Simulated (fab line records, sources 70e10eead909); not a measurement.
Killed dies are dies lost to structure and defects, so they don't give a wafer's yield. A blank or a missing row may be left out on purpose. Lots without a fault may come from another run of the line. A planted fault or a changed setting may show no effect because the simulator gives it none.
fab line records | flow nand_harc
record lots=24 wafers=72 last_day=33
route steps=1302 shown P_CONTACT@237 P_M0@275 P_M1@302
lots that met no fault: from a run of the same line without faults
start_h: hours from the record's first day to the start of the lot's first wafer shown | wait_h: hours since the lot's step before | " the same as in the row above | L1.1+2: a row that stands for several wafers | - no value, or no start given | * or withheld: withheld | < > ~ a bound
route shown NAME@n: a module of which the file shows steps, and the number in the route of the first | usual: mean/standard deviation of fault-free wafers | same: alike in all rows | chamber/n: place in a boat | sites: the reading at each site | _std_site: their standard deviation | _edge_site: outer sites' mean less inner sites' | radius_mm: how far each site lies from the wafer's centre | mask NAME#n: copy n | behind: the tool/chamber that last shaped the wafer | hold: why the lot was held/for how many hours/how that ended | device: the transistor (n, p or np) that didn't switch | end of line: the same wafers' tests at the end of the route | a step without rows: its recipe alone | killed: dies lost to structure and defects at the first sort, not the wafer's yield | map: a wafer's dies, x killed, . not, _ none there
set.NAME: the setting as run; set.NAME@STEP: as run at that earlier step | model.NAME: the simulator's own value behind a step, which no gauge read
steps of the route over a sample of lots; a table a step, a row a wafer
services: from which hour (start_h, from the record's first day; less than 0 if before it) a tool's chamber was out of use, for how many hours, and why
## steps
# step NHARC_P_CONTACT_ETCH_36
# recipe target_depth_a=2600 over_etch_frac=0.25 time_s=406.25 ion_energy_ev=200 n2_flow_sccm=150 h2_flow_sccm=150 ar_flow_sccm=0 rf_w=400 bias_w=150 chemistry=N2/H2
# usual drypump_motor_current_A=5.7/0.35 mfc_ar_sccm=0.007/0.01 oes_product_au=1.003/0.0091 rf_vpp_V=429.8/2.6 showerhead_plenum_p_Torr=2.02/0.087 throttle_valve_pct=14.172/0.0093
# columns lot.wafer tool chamber start_h wait_h drypump_motor_current_A mfc_ar_sccm oes_product_au rf_hours_counter_h rf_vpp_V showerhead_plenum_p_Torr throttle_valve_pct
L074.2 rie_diel-04 3 - - 6.1 0 1.010 3.2 426.9 1.92 14.162
L074.6 " 3 " " 6.0 0 1.017 - 426.8 1.92 14.169
L074.5 " 0 " " 5.7 0.024 0.981 - 430.6 2.07 14.166
L075.4 rie_diel-13 1 - - 5.1 0.026 1.002 2.7 427.6 1.95 14.158
L075.1 " 2 " " 6.2 0.014 0.997 3.3 428.7 1.96 14.183
L075.5 " 0 " " 5.6 0 1.010 - 433.4 2.16 14.169
L076.3 rie_diel-08 3 - - 6.1 0 1.015 5.9 431.3 2.10 14.170
L076.1 " 0 " " 5.9 0.000 0.992 7.0 433.7 2.17 14.164
L076.5 " 3 " " 6.1 0 1.007 - 432.3 2.10 14.169
L077.1 rie_diel-04 2 - - 5.2 0 0.998 4.1 431.0 2.10 14.182
L077.3 " 3 " " 6.1 0 0.995 4.2 427.4 1.92 14.163
L077.6 " 3 " " 6.1 0 1.020 - 426.7 1.92 14.186
L078.4 rie_diel-08 2 - - 5.9 0 0.999 5.5 428.9 1.98 14.166
L078.6 " 3 " " 6.1 0 1.010 - 432.4 2.10 14.169
L078.5 " 0 " " 6.0 0.000 1.012 - 433.8 2.17 14.174
L079.3 rie_diel-04 1 - - 5.7 0.021 1.007 4.6 428.5 1.93 14.166
L079.1 " 2 " " 5.2 0 0.998 4.8 432.0 2.10 14.168
L079.5 " 0 " " 5.7 0.024 0.993 - 433.0 2.07 14.151
L080.4 rie_diel-04 2 - - 5.3 0 1.004 5.1 432.6 2.09 14.175
L080.3 " 3 " " 6.1 0 1.017 5.1 428.4 1.92 14.160
L080.5 " 1 " " 5.7 0.021 1.006 - 427.4 1.93 14.177
L081.3 rie_diel-13 2 - - 6.2 0.014 1.002 0.2 429.6 1.96 14.184
L081.2 " 0 " " 5.6 0 1.013 0.1 434.3 2.16 14.154
L081.5 " 2 " " 6.1 0.014 0.997 - 428.5 1.96 14.177
L082.2 rie_diel-04 2 - - 5.2 0 1.000 0.2 432.0 2.09 14.160
L082.5 " 1 " " 5.7 0.021 0.991 - 428.2 1.93 14.170
L082.6 " 2 " " 5.2 0 1.000 - 432.7 2.09 14.177
L083.2 rie_diel-04 2 - - 5.2 0 1.000 0.7 431.4 2.09 14.168
L083.3 " 3 " " 6.1 0 1.010 0.5 427.8 1.92 14.184
L083.5 " 2 " " 5.3 0 1.003 - 432.9 2.09 14.162
L084.4 rie_diel-13 0 - - 5.6 0 1.017 1.1 434.5 2.16 14.169
L084.5 " 2 " " 6.2 0.014 1.001 - 428.4 1.96 14.173
L084.6 " 3 " " 6.1 0 1.018 - 427.6 1.96 14.165
L085.2 rie_diel-04 0 - - 5.7 0.024 0.991 1.1 429.4 2.07 14.182
L085.3 " 1 " " 5.7 0.021 1.002 1.5 428.0 1.93 14.174
L085.5 " 3 " " 6.0 0 0.991 - 426.6 1.91 14.167
L086.2 rie_diel-08 3 - - 6.1 0 1.000 1.9 432.4 2.10 14.181
L086.1 " 0 " " 6.0 0.000 0.998 1.5 435.6 2.17 14.173
L086.6 " 1 " " 5.5 0 1.003 - 426.7 1.93 14.171
L087.1 rie_diel-04 2 - - 5.2 0 1.006 2.1 433.2 2.09 14.170
L087.3 " 3 " " 6.1 0 1.024 1.7 427.1 1.91 14.179
L087.2 " 1 " " 5.7 0.021 1.000 2.1 428.2 1.93 14.184
L088.3 rie_diel-13 2 - - 6.1 0.014 1.000 2.3 428.3 1.96 14.170
L088.2 " 3 " " 6.1 0 1.008 1.3 428.4 1.96 14.189
L088.1 " 0 " " 5.6 0 1.015 2.1 434.7 2.16 14.181
L089.2 rie_diel-13 2 - - 6.1 0.014 0.990 2.7 428.8 1.96 14.171
L089.4 " 2 " " 6.2 0.014 0.992 - 428.8 1.96 14.173
L089.5 " 3 " " 6.1 0 0.994 - 428.2 1.96 14.178
L090.1 rie_diel-08 0 - - 5.9 0.000 0.991 2.3 433.2 2.17 14.167
L090.5 " 0 " " 5.9 0.000 1.000 - 432.7 2.17 14.164
L090.6 " 1 " " 5.5 0 1.003 - 426.7 1.93 14.174
L091.3 rie_diel-13 1 - - 5.1 0.026 1.010 3.1 426.0 1.95 14.152
L091.1 " 2 " " 6.2 0.014 0.995 3.3 428.6 1.96 14.170
L091.5 " 1 " " 5.1 0.026 1.012 - 429.3 1.95 14.179
L092.2 rie_diel-04 2 - - 5.2 0 1.013 3.6 433.5 2.09 14.162
L092.1 " 1 " " 5.7 0.021 1.000 3.6 427.8 1.93 14.162
L092.5 " 3 " " 6.1 0 1.014 - 428.0 1.91 14.184
L093.4 rie_diel-08 2 - - 5.9 0 1.002 4.5 428.4 1.98 14.181
L093.3 " 0 " " 5.9 0.000 0.998 4.5 431.7 2.16 14.174
L093.1 " 1 " " 5.5 0 1.003 6.2 428.4 1.93 14.159
L094.2 rie_diel-08 3 - - 6.1 0 1.010 7.6 431.7 2.09 14.179
L094.4 " 0 " " 5.9 0.000 0.995 5.0 435.1 2.16 14.162
L094.6 " 2 " " 5.9 0 0.994 - 428.1 1.98 14.191
L095.3 rie_diel-04 3 - - 6.0 0 0.997 3.3 425.5 1.91 14.161
L095.4 " 0 " " 5.7 0.024 1.005 2.9 431.7 2.07 14.183
L095.5 " 0 " " 5.7 0.024 1.002 - 431.9 2.07 14.177
L096.1 rie_diel-08 2 - - 5.9 0 0.994 5.8 429.0 1.98 14.166
L096.4 " 3 " " 6.1 0 1.004 8.3 430.9 2.09 14.170
L096.5 " 2 " " 5.8 0 1.007 - 428.8 1.98 14.159
L097.1 rie_diel-04 2 - - 5.2 0 1.017 4.9 431.6 2.09 14.166
L097.2 " 3 " " 6.1 0 1.001 4.0 425.4 1.91 14.174
L097.3 " 0 " " 5.7 0.024 1.003 3.8 430.7 2.07 14.159
# step NHARC_P_M0_PVD_21
# recipe target_thk_a=300 chamber_pressure_pa=5 power_w=5000 substrate_temp_c=30 time_s=20.49 material=Cu
# usual throttle_valve_pct=30.0/1.4
# columns lot.wafer tool chamber start_h wait_h throttle_valve_pct
L074.2 pvd_sputter-02 - - - 31.3
L074.6 " - " " 29.5
L074.5 " - " " 30.2
L075.4 pvd_sputter-01 - - - 30.3
L075.1 " - " " 30.6
L075.5 " - " " 30.3
L076.1 pvd_sputter-02 - - - 31.2
L076.3 " - " " 30.6
L076.5 " - " " 31.3
L077.3 pvd_sputter-02 - - - 29.7
L077.1 " - " " 31.3
L077.6 " - " " 30.3
L078.4 pvd_sputter-03 - - - 30.8
L078.6 " - " " 30.4
L078.5 " - " " 27.2
L079.1 pvd_sputter-02 - - - 27.1
L079.3 " - " " 31.1
L079.5 " - " " 29.7
L080.4 pvd_sputter-01 - - - 30.1
L080.3 " - " " 30.4
L080.5 " - " " 30.4
L081.2 pvd_sputter-02 - - - 29.7
L081.3 " - " " 30.6
L081.5 " - " " 31.4
L082.2 pvd_sputter-03 - - - 27.3
L082.6 " - " " 30.7
L082.5 " - " " 27.3
L083.3 pvd_sputter-02 - - - 30.4
L083.2 " - " " 31.1
L083.5 " - " " 29.9
L084.4 pvd_sputter-03 - - - 30.7
L084.5 " - " " 27.3
L084.6 " - " " 31.6
L085.2 pvd_sputter-02 - - - 30.1
L085.3 " - " " 26.8
L085.5 " - " " 30.4
L086.1 pvd_sputter-03 - - - 30.7
L086.2 " - " " 27.7
L086.6 " - " " 30.8
L087.3 pvd_sputter-01 - - - 30.5
L087.1 " - " " 30.2
L087.2 " - " " 31.0
L088.2 pvd_sputter-02 - - - 31.3
L088.3 " - " " 29.5
L088.1 " - " " 30.1
L089.2 pvd_sputter-02 - - - 26.9
L089.4 " - " " 30.5
L089.5 " - " " 31.0
L090.1 pvd_sputter-01 - - - 31.0
L090.5 " - " " 30.2
L090.6 " - " " 30.7
L091.1 pvd_sputter-03 - - - 31.4
L091.3 " - " " 30.8
L091.5 " - " " 27.5
L092.2 pvd_sputter-03 - - - 30.5
L092.1 " - " " 27.3
L092.5 " - " " 30.9
L093.1 pvd_sputter-01 - - - 30.8
L093.3 " - " " 30.5
L093.4 " - " " 31.1
L094.2 pvd_sputter-03 - - - 30.7
L094.4 " - " " 27.5
L094.6 " - " " 30.7
L095.3 pvd_sputter-03 - - - 31.5
L095.4 " - " " 30.7
L095.5 " - " " 27.2
L096.1 pvd_sputter-01 - - - 30.8
L096.4 " - " " 30.2
L096.5 " - " " 30.2
L097.2 pvd_sputter-02 - - - 31.6
L097.3 " - " " 29.3
L097.1 " - " " 31.0
# step NHARC_P_M0_INSPECT_27
# usual raw_defect_count=266/110
# columns lot.wafer tool chamber start_h wait_h raw_defect_count
L074.2 defect_inspect-02 - 125.06 0.0 145
L074.5 " - " " 208
L074.6 " - " " 161
L075.1 defect_inspect-01 - 134.92 0.0 230
L075.4 " - " " 366
L075.5 " - " " 129
L076.1 defect_inspect-01 - 149.01 0.1 218
L076.3 " - " " 399
L076.5 " - " " 573
L077.1 defect_inspect-02 - 151.85 0.0 176
L077.3 " - " " 241
L077.6 " - " " 249
L078.4 defect_inspect-01 - 159.32 0.0 143
L078.5 " - " " 171
L078.6 " - " " 319
L079.1 defect_inspect-01 - 176.28 0.0 352
L079.3 " - " " 197
L079.5 " - " " 249
L080.3 defect_inspect-01 - 177.43 0.0 193
L080.4 " - " " 110
L080.5 " - " " 201
L081.2 defect_inspect-02 - 191.74 0.0 177
L081.3 " - " " 209
L081.5 " - " " 271
L082.2 defect_inspect-02 - 205.03 0.0 243
L082.5 " - " " 308
L082.6 " - " " 269
L083.2 defect_inspect-01 - 210.80 0.0 159
L083.3 " - " " 178
L083.5 " - " " 343
L084.4 defect_inspect-01 - 231.69 0.0 211
L084.5 " - " " 373
L084.6 " - " " 284
L085.2 defect_inspect-02 - 237.49 0.0 331
L085.3 " - " " 598
L085.5 " - " " 212
L086.1 defect_inspect-01 - 246.90 0.0 209
L086.2 " - " " 233
L086.6 " - " " 243
L087.1 defect_inspect-01 - 254.93 0.0 256
L087.2 " - " " 252
L087.3 " - " " 306
L088.1 defect_inspect-02 - 275.85 0.0 140
L088.2 " - " " 293
L088.3 " - " " 294
L089.2 defect_inspect-02 - 277.30 0.0 168
L089.4 " - " " 184
L089.5 " - " " 237
L090.1 defect_inspect-02 - 288.84 0.0 239
L090.5 " - " " 303
L090.6 " - " " 261
L091.1 defect_inspect-01 - 290.94 0.0 194
L091.3 " - " " 146
L091.5 " - " " 201
L092.1 defect_inspect-02 - 305.17 0.0 337
L092.2 " - " " 213
L092.5 " - " " 280
L093.1 defect_inspect-02 - 313.66 0.0 698
L093.3 " - " " 404
L093.4 " - " " 507
L094.2 defect_inspect-01 - 327.98 0.0 235
L094.4 " - " " 224
L094.6 " - " " 225
L095.3 defect_inspect-02 - 328.64 0.0 205
L095.4 " - " " 349
L095.5 " - " " 315
L096.1 defect_inspect-02 - 339.73 0.0 195
L096.4 " - " " 246
L096.5 " - " " 205
L097.1 defect_inspect-01 - 351.38 0.0 219
L097.2 " - " " 245
L097.3 " - " " 159
# step NHARC_P_M0_PRE_CLEAN_31
# recipe time_s=12 temp_c=370 rf_power_w=300 gas=NH3
# usual heater_power_w=616/40 susceptor_temp_C=370.01/0.2
# columns lot.wafer tool chamber start_h wait_h heater_power_w susceptor_temp_C
L074.2 pecvd-04 1 125.13 0.1 614 369.72
L074.6 " 2 " " 644 369.92
L074.5 " 0 " " 629 370.28
L075.1 pecvd-04 1 135.01 0.1 566 369.70
L075.4 " 0 " " 607 370.20
L075.5 " 1 " " 586 369.70
L076.3 pecvd-01 1 149.08 0.1 595 370.36
L076.1 " 0 " " 644 370.14
L076.5 " 1 " " 597 369.85
L077.1 pecvd-04 1 151.94 0.1 659 370.12
L077.3 " 1 " " 650 369.93
L077.6 " 1 " " 664 369.99
L078.4 pecvd-01 0 159.58 0.3 652 370.15
L078.6 " 1 " " 669 370.32
L078.5 " 2 " " 582 369.84
L079.1 pecvd-02 0 176.35 0.1 569 370.37
L079.3 " 1 " " 588 369.99
L079.5 " 2 " " 646 369.80
L080.3 pecvd-01 1 177.53 0.1 606 370.37
L080.4 " 2 " " 661 369.93
L080.5 " 0 " " 636 370.30
L081.2 pecvd-02 2 191.89 0.2 640 369.87
L081.3 " 0 " " 578 370.00
L081.5 " 0 " " 565 370.27
L082.2 pecvd-04 0 205.12 0.1 712 369.94
L082.6 " 2 " " 695 369.96
L082.5 " 0 " " 703 370.15
L083.3 pecvd-01 0 210.88 0.1 641 370.07
L083.2 " 1 " " 544 370.05
L083.5 " 0 " " 615 370.05
L084.6 pecvd-01 0 231.79 0.1 642 370.18
L084.5 " 1 " " 563 370.21
L084.4 " 2 " " 638 370.24
L085.3 pecvd-04 2 237.56 0.1 628 369.45
L085.2 " 0 " " 564 370.01
L085.5 " 1 " " 569 369.50
L086.1 pecvd-02 2 246.98 0.1 637 370.08
L086.2 " 0 " " 556 370.24
L086.6 " 0 " " 563 370.16
L087.2 pecvd-01 1 255.00 0.1 566 370.00
L087.3 " 2 " " 572 369.73
L087.1 " 0 " " 617 369.93
L088.1 pecvd-02 0 275.92 0.1 543 370.16
L088.3 " 1 " " 547 370.19
L088.2 " 2 " " 652 370.09
L089.2 pecvd-01 2 277.37 0.1 689 369.86
L089.4 " 2 " " 683 369.99
L089.5 " 1 " " 658 369.96
L090.1 pecvd-01 2 288.92 0.1 592 370.10
L090.5 " 1 " " 655 369.77
L090.6 " 0 " " 654 370.03
L091.1 pecvd-02 2 291.01 0.1 629 369.90
L091.3 " 0 " " 570 370.06
L091.5 " 1 " " 569 370.48
L092.1 pecvd-02 0 305.24 0.1 587 370.19
L092.2 " 2 " " 667 370.02
L092.5 " 2 " " 687 370.02
L093.1 pecvd-04 0 313.75 0.1 660 370.02
L093.4 " 1 " " 609 370.20
L093.3 " 0 " " 678 370.11
L094.2 pecvd-01 1 328.08 0.1 614 370.26
L094.4 " 2 " " 580 370.23
L094.6 " 1 " " 605 370.18
L095.3 pecvd-01 1 328.72 0.1 603 369.82
L095.4 " 1 " " 602 369.69
L095.5 " 2 " " 562 369.60
L096.1 pecvd-04 0 339.80 0.1 605 369.94
L096.4 " 0 " " 590 370.07
L096.5 " 0 " " 587 369.90
L097.2 pecvd-02 2 351.44 0.1 641 369.96
L097.1 " 0 " " 586 370.42
L097.3 " 1 " " 602 369.80
# step NHARC_P_M1_STRIP_18
# recipe power_w=1000 n2_flow_sccm=150 h2_flow_sccm=150 ar_flow_sccm=0 bias_w=0 chemistry=N2/H2
# usual drypump_motor_current_A=6.1/0.31 mfc_ar_sccm=0.010/0.016 oes_product_au=1.000/0.0089 rf_vpp_V=90.5/0.87 showerhead_plenum_p_Torr=2.02/0.065 throttle_valve_pct=14.170/0.0091
# columns lot.wafer tool chamber start_h wait_h drypump_motor_current_A mfc_ar_sccm oes_product_au rf_hours_counter_h rf_vpp_V showerhead_plenum_p_Torr throttle_valve_pct
L074.2 rie_diel-02 2 126.99 0.1 6.3 0.001 1.014 5 90.1 2.08 14.175
L074.6 " 2 " " 6.3 0.001 1.008 - 90.7 2.08 14.185
L074.5 " 3 " " 6.1 0.037 1.006 - 90.9 1.95 14.155
L075.1 rie_diel-02 0 136.85 0.1 6.6 0 1.005 5 90.5 2.03 14.191
L075.4 " 1 " " 5.7 0 0.986 5 91.6 2.01 14.162
L075.5 " 0 " " 6.6 0 1.015 - 91.2 2.03 14.172
L076.1 rie_diel-07 3 150.88 0.1 6.6 0 1.009 3 90.8 2.04 14.168
L076.3 " 1 " " 6.1 0.017 0.990 4 89.9 1.90 14.181
L076.5 " 1 " " 6.2 0.017 0.988 - 89.0 1.90 14.174
L077.1 rie_diel-02 1 154.01 0.1 5.8 0 0.989 6 89.4 2.01 14.180
L077.3 " 2 " " 6.3 0.001 1.010 7 89.6 2.08 14.156
L077.6 " 2 " " 6.3 0.001 1.004 - 91.1 2.08 14.177
L078.4 rie_diel-02 0 161.43 0.1 6.6 0 1.010 7 91.0 2.03 14.163
L078.5 " 3 " " 6.1 0.037 0.995 - 90.5 1.95 14.161
L078.6 " 0 " " 6.6 0 1.016 - 90.1 2.03 14.187
L079.1 rie_diel-07 2 178.11 0.1 6.0 0 0.984 5 90.3 2.05 14.169
L079.3 " 0 " " 5.7 0.039 0.984 4 89.0 2.00 14.169
L079.5 " 3 " " 6.6 0 1.004 - 89.1 2.04 14.166
L080.4 rie_diel-02 1 179.26 0.1 5.8 0 0.983 8 90.6 2.01 14.175
L080.3 " 3 " " 6.1 0.037 0.999 8 90.3 1.95 14.165
L080.5 " 1 " " 5.8 0 0.986 - 90.9 2.01 14.177
L081.2 rie_diel-02 1 193.81 0.1 5.8 0 0.991 9 90.2 2.01 14.170
L081.3 " 2 " " 6.3 0.001 0.995 9 90.2 2.08 14.173
L081.5 " 2 " " 6.3 0.001 1.011 - 91.1 2.08 14.177
L082.2 rie_diel-02 0 206.87 0.1 6.6 0 1.004 9 90.0 2.03 14.165
L082.5 " 0 " " 6.6 0 1.004 - 91.5 2.02 14.163
L082.6 " 1 " " 5.8 0 0.994 - 91.0 2.01 14.173
L083.2 rie_diel-07 1 212.68 0.1 6.2 0.017 0.998 9 90.5 1.90 14.182
L083.3 " 2 " " 6.0 0 0.992 8 90.1 2.05 14.156
L083.5 " 3 " " 6.6 0 1.016 - 90.1 2.04 14.170
L084.4 rie_diel-07 0 233.50 0.1 5.7 0.039 0.988 8 91.2 2.00 14.174
L084.6 " 0 " " 5.7 0.039 0.993 - 89.8 2.00 14.180
L084.5 " 1 " " 6.2 0.017 0.983 - 89.0 1.90 14.160
L085.2 rie_diel-02 2 239.40 0.1 6.3 0.001 0.994 1 92.6 2.08 14.170
L085.3 " 3 " " 6.1 0.037 1.009 2 88.2 1.95 14.166
L085.5 " 1 " " 5.8 0 0.992 - 89.1 2.01 14.170
L086.2 rie_diel-09 3 248.77 0.1 6.4 0.000 1.004 29 92.5 2.21 14.174
L086.1 " 0 " " 5.7 0 1.003 28 90.4 2.12 14.172
L086.6 " 1 " " 5.9 0 0.999 - 91.1 2.13 14.168
L087.2 rie_diel-07 1 256.87 0.1 6.2 0.017 1.002 12 90.2 1.90 14.177
L087.3 " 2 " " 6.0 0 1.006 11 89.5 2.05 14.171
L087.1 " 0 " " 5.7 0.039 0.992 9 90.1 2.00 14.160
L088.2 rie_diel-07 0 277.78 0.1 5.7 0.039 0.990 11 90.2 2.00 14.163
L088.1 " 1 " " 6.2 0.017 0.995 15 90.8 1.89 14.174
L088.3 " 2 " " 6.0 0 0.989 13 91.9 2.05 14.172
L089.2 rie_diel-07 1 279.29 0.1 6.2 0.017 1.000 15 89.0 1.89 14.175
L089.4 " 2 " " 5.9 0 0.991 13 90.5 2.05 14.171
L089.5 " 0 " " 5.7 0.039 1.006 - 90.7 2.00 14.170
L090.1 rie_diel-02 3 290.80 0.1 6.1 0.037 0.995 5 90.0 1.95 14.175
L090.6 " 3 " " 6.1 0.037 1.007 - 89.5 1.95 14.168
L090.5 " 0 " " 6.6 0 0.998 - 89.8 2.02 14.168
L091.1 rie_diel-02 3 292.84 0.1 6.1 0.037 1.013 5 89.5 1.95 14.158
L091.3 " 0 " " 6.6 0 0.994 5 89.2 2.02 14.163
L091.5 " 2 " " 6.3 0.001 0.995 - 90.5 2.08 14.173
L092.2 rie_diel-07 0 307.36 0.1 5.7 0.039 0.997 0 89.7 1.99 14.166
L092.1 " 1 " " 6.2 0.017 0.999 0 90.1 1.89 14.174
L092.5 " 0 " " 5.7 0.039 1.008 - 91.0 2.00 14.149
L093.1 rie_diel-02 2 315.90 0.1 6.3 0.001 1.004 6 90.8 2.08 14.160
L093.4 " 0 " " 6.6 0 0.987 8 91.0 2.02 14.176
L093.3 " 1 " " 5.7 0 0.990 7 91.5 2.01 14.170
L094.4 rie_diel-09 3 329.82 0.1 6.4 0.000 1.003 0 90.9 2.20 14.179
L094.2 " 0 " " 5.7 0 0.997 0 90.7 2.11 14.172
L094.6 " 3 " " 6.4 0.000 1.006 - 92.6 2.20 14.169
L095.4 rie_diel-09 2 330.63 0.1 6.2 0 1.015 0 89.5 2.08 14.176
L095.3 " 0 " " 5.7 0 0.990 0 92.0 2.11 14.170
L095.5 " 2 " " 6.2 0 1.002 - 90.0 2.08 14.167
L096.1 rie_diel-07 3 341.75 0.1 6.6 0 1.013 2 91.1 2.04 14.184
L096.4 " 1 " " 6.2 0.017 1.008 2 89.0 1.89 14.152
L096.5 " 3 " " 6.6 0 1.017 - 90.4 2.04 14.169
L097.1 rie_diel-02 0 353.35 0.1 6.6 0 1.001 9 90.8 2.02 14.170
L097.3 " 2 " " 6.3 0.001 0.993 8 91.8 2.07 14.171
L097.2 " 3 " " 6.1 0.037 1.018 8 90.0 1.95 14.189
# step NHARC_P_M1_ETCH_28
# recipe target_depth_a=300 over_etch_frac=0.3 time_s=72.99 ion_energy_ev=150 cf4_flow_sccm=50 n2_flow_sccm=100 ar_flow_sccm=150 rf_w=300 bias_w=100 chemistry=CF4/N2
# usual drypump_motor_current_A=6.1/0.3 mfc_ar_sccm=150.0/0.44 oes_product_au=1.000/0.0086 rf_vpp_V=313.8/1.6 showerhead_plenum_p_Torr=2.60/0.083 throttle_valve_pct=19.793/0.0098
# columns lot.wafer tool chamber start_h wait_h drypump_motor_current_A mfc_ar_sccm oes_product_au rf_hours_counter_h rf_vpp_V showerhead_plenum_p_Torr throttle_valve_pct
L074.2 rie_diel-02 0 - - 6.6 150.4 1.006 5 314.0 2.61 19.804
L074.6 " 3 " " 6.1 150.2 0.991 - 312.6 2.52 19.782
L074.5 " 0 " " 6.6 150.0 0.999 - 313.4 2.61 19.780
L075.4 rie_diel-02 2 - - 6.3 149.9 1.011 6 314.5 2.67 19.783
L075.1 " 3 " " 6.1 150.3 0.997 6 313.5 2.52 19.813
L075.5 " 1 " " 5.7 149.9 0.990 - 315.2 2.59 19.786
L076.3 rie_diel-07 1 - - 6.2 150.0 0.993 4 311.4 2.46 19.780
L076.1 " 2 " " 6.0 150.0 0.993 2 314.0 2.64 19.797
L076.5 " 1 " " 6.2 150.3 1.002 - 310.8 2.46 19.813
L077.3 rie_diel-02 0 - - 6.6 150.3 1.016 6 312.6 2.61 19.804
L077.1 " 3 " " 6.1 149.5 0.998 6 311.8 2.52 19.784
L077.6 " 0 " " 6.6 150.2 1.006 - 313.1 2.61 19.798
L078.4 rie_diel-02 0 - - 6.6 149.3 1.018 7 313.1 2.61 19.794
L078.6 " 3 " " 6.1 150.3 0.993 - 313.0 2.52 19.793
L078.5 " 0 " " 6.6 148.9 1.011 - 313.7 2.61 19.789
L079.3 rie_diel-07 2 - - 6.0 150.0 0.994 5 314.5 2.64 19.787
L079.1 " 3 " " 6.6 149.8 1.002 6 315.8 2.63 19.796
L079.5 " 0 " " 5.7 150.0 0.985 - 314.0 2.58 19.789
L080.3 rie_diel-02 0 - - 6.6 150.5 0.996 8 313.3 2.61 19.787
L080.4 " 1 " " 5.7 150.8 0.981 8 314.6 2.59 19.778
L080.5 " 3 " " 6.1 150.0 0.995 - 313.1 2.52 19.781
L081.3 rie_diel-02 2 - - 6.2 149.6 0.999 9 315.6 2.67 19.783
L081.2 " 3 " " 6.1 149.3 0.994 8 313.3 2.52 19.787
L081.5 " 3 " " 6.1 149.6 1.002 - 312.9 2.52 19.791
L082.2 rie_diel-02 2 - - 6.3 150.2 0.993 10 315.5 2.67 19.801
L082.6 " 0 " " 6.6 150.2 0.999 - 313.8 2.61 19.798
L082.5 " 1 " " 5.8 151.1 0.985 - 312.6 2.59 19.787
L083.2 rie_diel-07 2 - - 6.0 149.8 0.998 8 314.2 2.64 19.786
L083.3 " 3 " " 6.6 149.8 0.999 9 315.6 2.63 19.784
L083.5 " 0 " " 5.7 149.6 0.993 - 313.9 2.58 19.795
L084.4 rie_diel-07 3 - - 6.6 149.6 1.007 11 314.1 2.63 19.796
L084.6 " 1 " " 6.2 150.5 1.006 - 310.9 2.45 19.796
L084.5 " 2 " " 6.0 149.6 1.005 - 314.9 2.64 19.807
L085.3 rie_diel-02 0 - - 6.6 149.9 0.998 2 313.4 2.61 19.776
L085.2 " 1 " " 5.7 149.8 0.984 1 313.8 2.59 19.804
L085.5 " 2 " " 6.3 150.0 0.992 - 313.2 2.67 19.774
L086.1 rie_diel-09 3 - - 6.4 149.3 1.000 29 319.2 2.82 19.793
L086.2 " 2 " " 6.1 150.4 1.005 28 316.0 2.68 19.792
L086.6 " 3 " " 6.4 149.1 1.008 - 316.5 2.82 19.791
L087.3 rie_diel-07 0 - - 5.7 149.9 1.004 9 313.8 2.58 19.783
L087.1 " 1 " " 6.2 150.9 1.005 12 310.9 2.46 19.794
L087.2 " 2 " " 6.0 150.0 1.001 11 314.8 2.64 19.790
L088.2 rie_diel-07 1 - - 6.2 150.1 1.003 15 310.9 2.45 19.794
L088.1 " 2 " " 6.0 149.9 0.992 13 314.3 2.64 19.794
L088.3 " 3 " " 6.6 149.5 1.013 12 315.1 2.63 19.787
L089.4 rie_diel-07 3 - - 6.6 150.2 1.008 12 313.8 2.63 19.791
L089.2 " 1 " " 6.2 149.8 0.997 15 312.3 2.45 19.802
L089.5 " 3 " " 6.6 149.5 1.010 - 314.5 2.63 19.807
L090.1 rie_diel-02 0 - - 6.6 150.8 0.995 5 313.1 2.61 19.801
L090.5 " 2 " " 6.3 150.1 1.003 - 313.8 2.67 19.789
L090.6 " 3 " " 6.1 150.0 1.003 - 311.7 2.52 19.799
L091.1 rie_diel-02 0 - - 6.6 150.0 0.994 5 313.9 2.61 19.813
L091.3 " 2 " " 6.2 150.2 1.000 5 314.9 2.67 19.808
L091.5 " 1 " " 5.7 149.2 0.993 - 314.0 2.59 19.778
L092.2 rie_diel-07 0 - - 5.7 149.7 0.995 0 313.2 2.57 19.807
L092.1 " 1 " " 6.2 150.0 0.996 0 311.8 2.45 19.810
L092.5 " 2 " " 6.0 150.6 0.994 - 313.3 2.64 19.795
L093.4 rie_diel-02 0 - - 6.6 149.2 0.996 8 313.4 2.60 19.792
L093.1 " 1 " " 5.7 149.6 0.999 7 313.7 2.59 19.815
L093.3 " 2 " " 6.3 150.0 0.997 6 316.6 2.67 19.802
L094.2 rie_diel-09 1 - - 5.9 150.4 0.993 0 315.4 2.72 19.779
L094.4 " 0 " " 5.7 149.0 1.001 0 314.8 2.71 19.787
L094.6 " 1 " " 5.9 149.9 1.005 - 315.1 2.72 19.810
L095.3 rie_diel-09 3 - - 6.5 149.8 1.002 0 316.6 2.82 19.796
L095.4 " 1 " " 5.9 150.7 1.002 0 315.5 2.72 19.783
L095.5 " 3 " " 6.4 149.6 1.011 - 318.2 2.82 19.793
L096.4 rie_diel-07 2 - - 6.0 150.2 0.992 3 315.0 2.64 19.780
L096.1 " 3 " " 6.6 150.6 1.022 2 314.0 2.63 19.796
L096.5 " 1 " " 6.2 149.7 1.014 - 310.7 2.45 19.790
L097.2 rie_diel-02 2 - - 6.3 149.3 0.997 8 313.6 2.67 19.802
L097.1 " 3 " " 6.1 150.8 1.008 8 312.0 2.52 19.811
L097.3 " 0 " " 6.6 149.8 1.005 9 314.1 2.60 19.809
## services
# columns tool chamber start_h hours kind
rie_diel-04 1 96.05 3.8 repair
pvd_sputter-02 - 104.00 10.0 pm
rie_diel-07 - 117.25 9.0 pm
rie_diel-02 1 123.17 6.3 repair
pecvd-01 - 130.00 13.0 pm
rie_diel-04 - 132.37 0.2 repair
pvd_sputter-02 - 136.79 1.9 repair
rie_diel-07 2 137.96 6.3 repair
rie_diel-07 0 143.14 15.0 repair
rie_diel-04 - 177.90 9.0 pm
pvd_sputter-02 - 199.90 0.6 repair
rie_diel-02 - 216.70 9.0 pm
rie_diel-07 3 242.98 24.6 repair
rie_diel-04 0 247.55 6.7 repair
rie_diel-04 3 258.78 2.0 repair
rie_diel-04 3 268.35 9.8 repair
pvd_sputter-02 - 282.00 10.0 pm
rie_diel-07 - 294.25 9.0 pm
rie_diel-02 2 302.64 4.4 repair
pecvd-01 - 311.00 13.0 pm
rie_diel-04 1 328.15 17.7 repair
rie_diel-07 - 339.53 2.2 repair
rie_diel-02 1 347.16 10.0 repair
rie_diel-02 0 350.92 1.4 repair
## key
fault none
